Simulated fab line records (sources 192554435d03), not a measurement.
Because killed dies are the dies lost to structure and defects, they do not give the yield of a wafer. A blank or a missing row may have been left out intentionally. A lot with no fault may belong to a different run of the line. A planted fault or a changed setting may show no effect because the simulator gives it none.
What tool caused it? | flow n5Finfet | 15 lots with 39 wafers sampled at 4 steps, on a route of 1938 steps

== WHAT EACH GAUGE READ, for each wafer ==
The record holds no reading of a measuring or inspecting step that can be judged against a usual standard deviation.

== TOOL THAT RAN EACH LOT (tool first, then ch and the chambers of the sampled wafers, then the start) ==
lot  | N5_BEOL_M11_PEB_26               | N5_BEOL_M11_ETCH_65               | N5_BEOL_M11_ETCH_66               | N5_BEOL_M11_VIA_ETCH_34
L929 | lithoTrack-03 ch 0, day 10 15:50 | rieDiel-02 ch 1,2, day 10 16:02   | rieDiel-02 ch 1,2, day 10 16:05   | rieDiel-02 ch 1,2, day 10 16:12
L930 | lithoTrack-03 ch 0, day 11 08:56 | rieDiel-01 ch 1,2,3, day 11 09:28 | rieDiel-01 ch 1,2,3, day 11 09:31 | rieDiel-01 ch 1,2,3, day 11 09:38
L932 | lithoTrack-03 ch 0, day 11 14:13 | rieDiel-03 ch 0,1,2, day 11 14:24 | rieDiel-03 ch 0,1,2, day 11 14:27 | rieDiel-03 ch 0,1,2, day 11 14:34
L931 | lithoTrack-05 ch 0, day 12 02:55 | rieDiel-01 ch 1,3, day 12 03:06   | rieDiel-01 ch 1,3, day 12 03:09   | rieDiel-01 ch 1,3, day 12 03:17
L936 | lithoTrack-05 ch 0, day 12 05:18 | rieDiel-03 ch 0,1,2, day 12 05:29 | rieDiel-03 ch 0,1,2, day 12 05:32 | rieDiel-03 ch 0,1,2, day 12 05:40
L940 | lithoTrack-03, day 14 03:58      | rieDiel-02 ch 0,1,3, day 14 04:09 | rieDiel-02 ch 0,1,3, day 14 04:12 | rieDiel-02 ch 0,1,3, day 14 04:20
L941 | lithoTrack-02, day 14 08:14      | rieDiel-02 ch 1,2,3, day 14 08:25 | rieDiel-02 ch 1,2,3, day 14 08:28 | rieDiel-02 ch 1,2,3, day 14 08:35
L943 | lithoTrack-02, day 14 18:24      | rieDiel-02 ch 0,2,3, day 14 18:36 | rieDiel-02 ch 0,2,3, day 14 18:39 | rieDiel-02 ch 0,2,3, day 14 18:46
L945 | lithoTrack-02 ch 0, day 15 13:22 | rieDiel-01 ch 0,1,2, day 15 13:42 | rieDiel-01 ch 0,1,2, day 15 13:45 | rieDiel-01 ch 0,1,2, day 15 13:52
L944 | lithoTrack-03 ch 0, day 15 19:12 | rieDiel-01 ch 0,2,3, day 15 19:36 | rieDiel-01 ch 0,2,3, day 15 19:39 | rieDiel-01 ch 0,2,3, day 15 19:46
L946 | lithoTrack-05 ch 0, day 15 22:37 | rieDiel-02 ch 1,3, day 15 22:49   | rieDiel-02 ch 1,3, day 15 22:52   | rieDiel-02 ch 1,3, day 15 22:59
L949 | lithoTrack-02 ch 0, day 16 14:31 | rieDiel-01 ch 0,2, day 16 15:04   | rieDiel-01 ch 0,2, day 16 15:07   | rieDiel-01 ch 0,2, day 16 15:15
L948 | lithoTrack-05 ch 0, day 16 14:40 | rieDiel-03 ch 2,3, day 16 15:31   | rieDiel-03 ch 2,3, day 16 15:34   | rieDiel-03 ch 2,3, day 16 15:41
L951 | lithoTrack-05 ch 0, day 16 23:01 | rieDiel-03 ch 1,2,3, day 16 23:12 | rieDiel-03 ch 1,2,3, day 16 23:15 | rieDiel-03 ch 1,2,3, day 16 23:22
L952 | lithoTrack-05 ch 0, day 17 02:43 | rieDiel-02 ch 0,2, day 17 02:54   | rieDiel-02 ch 0,2, day 17 02:57   | rieDiel-02 ch 0,2, day 17 03:05
- N5_BEOL_M11_PEB_26: peb time 60 s.
- N5_BEOL_M11_ETCH_65: etches SiARC in CF4, target depth 39 nm, time 65 s.
- N5_BEOL_M11_ETCH_66: etches SOC in N2/H2, target depth 120 nm, overetch 24 nm, time 180 s.
- N5_BEOL_M11_VIA_ETCH_34: etches SiCOH lowk in C4F6/O2, target depth 184.5 nm, time 69.2 s.

== AS READ BY THE TOOLS THEMSELVES (means over the sampled wafers that have a number; for cases with no such wafer, the mark the record gives instead) ==
N5_BEOL_M11_PEB_26. Usual: chillPlateTempC 22.99 C, standard deviation 0.11; exhaustPa 45.2 Pa, standard deviation 0.81.
lot  | tool          | chillPlateTempC (C) | exhaustPa (Pa) | flag
L929 | lithoTrack-03 | 22.98               | 44.6           | 
L930 | lithoTrack-03 | 22.97               | 45.4           | 
L932 | lithoTrack-03 | 22.91               | 45.9           | 
L931 | lithoTrack-05 | 22.96               | 45.0           | 
L936 | lithoTrack-05 | 22.96               | 44.6           | 
L940 | lithoTrack-03 | -                   | -              | OFF
L941 | lithoTrack-02 | -                   | -              | OFF
L943 | lithoTrack-02 | -                   | -              | OFF
L945 | lithoTrack-02 | 22.89               | 45.9           | 
L944 | lithoTrack-03 | 22.90               | 44.8           | 
L946 | lithoTrack-05 | 22.99               | 45.5           | 
L949 | lithoTrack-02 | 22.95               | 45.6           | 
L948 | lithoTrack-05 | 23.04               | 45.0           | 
L951 | lithoTrack-05 | 22.96               | 44.6           | 
L952 | lithoTrack-05 | 23.13               | 44.9           | 

N5_BEOL_M11_ETCH_65. Usual: biasW 35.98 W, standard deviation 0.1; cf4FlowSccm 100.0 sccm, standard deviation 0.31; drypumpMotorCurrentA 6.0 A, standard deviation 0.36; etchRfOnTimeS 65.1 s, standard deviation 2.9; mfcArSccm 99.97 sccm, standard deviation 0.29; oesProductAu 0.68 a.u., standard deviation 0.084; rfVppV 184.0 V, standard deviation 1.2; showerheadPlenumPTorr 2.14 Torr, standard deviation 0.07; throttleValvePct 15.64 %, standard deviation 0.23.
lot  | tool       | biasW (W) | cf4FlowSccm (sccm) | drypumpMotorCurrentA (A) | etchRfOnTimeS (s) | mfcArSccm (sccm) | oesProductAu (a.u.) | rfVppV (V) | showerheadPlenumPTorr (Torr) | throttleValvePct (%) | flag
L929 | rieDiel-02 | 36.05     | 100.1              | 5.8                      | 61.7              | 100.18           | 0.75                | 184.1      | 2.17                         | 15.84                | 
L930 | rieDiel-01 | 36.05     | 99.8               | 6.0                      | 65.1              | 100.22           | 0.65                | 184.1      | 2.14                         | 15.77                | 
L932 | rieDiel-03 | 35.96     | 99.7               | 5.9                      | 66.1              | 99.90            | 0.68                | 183.3      | 2.11                         | 15.53                | 
L931 | rieDiel-01 | 35.93     | 100.2              | 6.0                      | 67.2              | 99.75            | 0.66                | 183.4      | 2.12                         | 15.73                | 
L936 | rieDiel-03 | 35.95     | 99.9               | 5.9                      | 66.3              | 100.06           | 0.67                | 183.5      | 2.11                         | 15.54                | 
L940 | rieDiel-02 | 35.99     | 99.9               | 6.0                      | 65.7              | 100.07           | 0.64                | 182.9      | 2.09                         | 15.67                | 
L941 | rieDiel-02 | 35.96     | 99.9               | 5.8                      | 63.6              | 100.01           | 0.68                | 183.2      | 2.12                         | 15.79                | 
L943 | rieDiel-02 | 36.09     | 100.0              | 6.1                      | 63.7              | 100.22           | 0.70                | 184.0      | 2.16                         | 15.52                | 
L945 | rieDiel-01 | 36.01     | 100.1              | 6.1                      | 65.7              | 99.86            | 0.68                | 183.0      | 2.16                         | 15.65                | 
L944 | rieDiel-01 | 35.92     | 100.1              | 6.0                      | 66.2              | 99.83            | 0.63                | 184.0      | 2.16                         | 15.70                | 
L946 | rieDiel-02 | 36.08     | 100.1              | 5.8                      | 66.6              | 99.72            | 0.59                | 181.9      | 2.04                         | 15.86                | 
L949 | rieDiel-01 | 36.01     | 100.2              | 6.1                      | 64.7              | 100.31           | 0.66                | 185.1      | 2.18                         | 15.64                | 
L948 | rieDiel-03 | 36.09     | 100.2              | 6.5                      | 63.3              | 99.94            | 0.79                | 184.2      | 2.14                         | 15.32                | 
L951 | rieDiel-03 | 35.92     | 99.8               | 6.3                      | 65.2              | 99.82            | 0.76                | 184.5      | 2.12                         | 15.35                | 
L952 | rieDiel-02 | 35.98     | 99.5               | 6.2                      | 61.6              | 100.09           | 0.74                | 185.3      | 2.21                         | 15.55                | 

N5_BEOL_M11_ETCH_66. Usual: biasW 150.0 W, standard deviation 0.46; drypumpMotorCurrentA 6.0 A, standard deviation 0.36; n2FlowSccm 200.0 sccm, standard deviation 0.58; oesProductAu 0.64 a.u., standard deviation 0.071; rfVppV 523.6 V, standard deviation 2.6; showerheadPlenumPTorr 2.53 Torr, standard deviation 0.087; throttleValvePct 17.78 %, standard deviation 0.24.
lot  | tool       | biasW (W) | drypumpMotorCurrentA (A) | n2FlowSccm (sccm) | oesProductAu (a.u.) | rfVppV (V) | showerheadPlenumPTorr (Torr) | throttleValvePct (%) | flag
L929 | rieDiel-02 | 150.1     | 5.7                      | 200.3             | 0.69                | 525.0      | 2.57                         | 17.96                | 
L930 | rieDiel-01 | 150.0     | 6.0                      | 200.7             | 0.62                | 524.0      | 2.54                         | 17.96                | 
L932 | rieDiel-03 | 149.9     | 5.9                      | 199.7             | 0.64                | 522.4      | 2.51                         | 17.70                | 
L931 | rieDiel-01 | 149.8     | 6.0                      | 200.4             | 0.64                | 522.4      | 2.50                         | 17.93                | 
L936 | rieDiel-03 | 150.6     | 5.9                      | 200.3             | 0.64                | 522.9      | 2.51                         | 17.70                | 
L940 | rieDiel-02 | 150.0     | 6.1                      | 200.6             | 0.61                | 522.0      | 2.46                         | 17.76                | 
L941 | rieDiel-02 | 150.4     | 5.7                      | 199.3             | 0.63                | 522.6      | 2.50                         | 17.93                | 
L943 | rieDiel-02 | 150.1     | 6.1                      | 199.8             | 0.65                | 524.0      | 2.56                         | 17.69                | 
L945 | rieDiel-01 | 149.6     | 6.1                      | 200.2             | 0.65                | 523.6      | 2.54                         | 17.76                | 
L944 | rieDiel-01 | 150.2     | 6.0                      | 200.2             | 0.60                | 524.6      | 2.55                         | 17.85                | 
L946 | rieDiel-02 | 149.8     | 5.8                      | 200.9             | 0.57                | 520.5      | 2.40                         | 17.96                | 
L949 | rieDiel-01 | 149.6     | 6.1                      | 199.1             | 0.62                | 526.0      | 2.58                         | 17.73                | 
L948 | rieDiel-03 | 149.6     | 6.5                      | 199.8             | 0.74                | 523.4      | 2.54                         | 17.60                | 
L951 | rieDiel-03 | 150.4     | 6.2                      | 200.3             | 0.72                | 523.6      | 2.52                         | 17.60                | 
L952 | rieDiel-02 | 150.0     | 6.2                      | 200.3             | 0.68                | 526.0      | 2.63                         | 17.68                | 

N5_BEOL_M11_VIA_ETCH_34. Usual: biasW 185.0 W, standard deviation 0.55; drypumpMotorCurrentA 6.0 A, standard deviation 0.36; mfcArSccm 300.0 sccm, standard deviation 0.97; oes_f_703_au 0.79 a.u., standard deviation 0.095; oesProductAu 0.80 a.u., standard deviation 0.097; rfVppV 671 V, standard deviation 19; showerheadPlenumPTorr 2.83 Torr, standard deviation 0.091; throttleValvePct 20.87 %, standard deviation 0.24.
lot  | tool       | biasW (W) | drypumpMotorCurrentA (A) | mfcArSccm (sccm) | oes_f_703_au (a.u.) | oesProductAu (a.u.) | rfVppV (V) | showerheadPlenumPTorr (Torr) | throttleValvePct (%) | flag
L929 | rieDiel-02 | 185.3     | 5.7                      | 301.4            | 0.88                | 0.88                | 666        | 2.87                         | 21.13                | 
L930 | rieDiel-01 | 185.2     | 6.0                      | 300.1            | 0.76                | 0.76                | 672        | 2.85                         | 21.03                | 
L932 | rieDiel-03 | 184.4     | 5.9                      | 298.8            | 0.77                | 0.79                | 682        | 2.79                         | 20.72                | 
L931 | rieDiel-01 | 184.7     | 6.0                      | 300.6            | 0.76                | 0.77                | 668        | 2.80                         | 21.01                | 
L936 | rieDiel-03 | 185.3     | 5.9                      | 300.2            | 0.77                | 0.79                | 681        | 2.79                         | 20.72                | 
L940 | rieDiel-02 | 184.7     | 6.1                      | 300.7            | 0.74                | 0.75                | 667        | 2.76                         | 20.87                | 
L941 | rieDiel-02 | 184.4     | 5.8                      | 299.7            | 0.78                | 0.79                | 678        | 2.80                         | 21.00                | 
L943 | rieDiel-02 | 184.8     | 6.1                      | 299.9            | 0.82                | 0.82                | 679        | 2.86                         | 20.73                | 
L945 | rieDiel-01 | 185.3     | 6.1                      | 300.4            | 0.78                | 0.79                | 667        | 2.86                         | 20.95                | 
L944 | rieDiel-01 | 185.5     | 6.0                      | 299.2            | 0.73                | 0.74                | 668        | 2.88                         | 20.98                | 
L946 | rieDiel-02 | 184.6     | 5.8                      | 300.2            | 0.70                | 0.69                | 676        | 2.70                         | 21.04                | 
L949 | rieDiel-01 | 185.3     | 6.1                      | 300.1            | 0.76                | 0.76                | 668        | 2.91                         | 20.95                | 
L948 | rieDiel-03 | 184.9     | 6.5                      | 300.1            | 0.97                | 0.92                | 680        | 2.82                         | 20.51                | 
L951 | rieDiel-03 | 184.3     | 6.3                      | 300.6            | 0.89                | 0.89                | 683        | 2.80                         | 20.60                | 
L952 | rieDiel-02 | 184.7     | 6.2                      | 300.2            | 0.85                | 0.85                | 666        | 2.93                         | 20.80                | 

== THE ANSWER, worked out from the rows above alone ==
Rule: a lot is off if the mean of its wafers that have a number lies more than 3 standard deviations from the usual mean. Also off: a lot with no number at a reading for which 4 or more lots have one. Where the step has rows for the other lots, those lots are counted as sound. The gauges are gone through in route order, then the tools' own readings, and for those a lot's mean is taken as printed above. The first step at which some lot is off is used, and at that step the reading that is off furthest; a lot without a number counts as furthest.
Off: L940, L941, L943, at N5_BEOL_M11_PEB_26 (chillPlateTempC). Without a number there: L940, L941, L943.
A tool fits if, at that step or a process step before it, it ran every lot that is off, and no sound lot after the first of them. Of those tried, none fits.

== WHAT WAS PUT IN BY THE SIMULATOR ==
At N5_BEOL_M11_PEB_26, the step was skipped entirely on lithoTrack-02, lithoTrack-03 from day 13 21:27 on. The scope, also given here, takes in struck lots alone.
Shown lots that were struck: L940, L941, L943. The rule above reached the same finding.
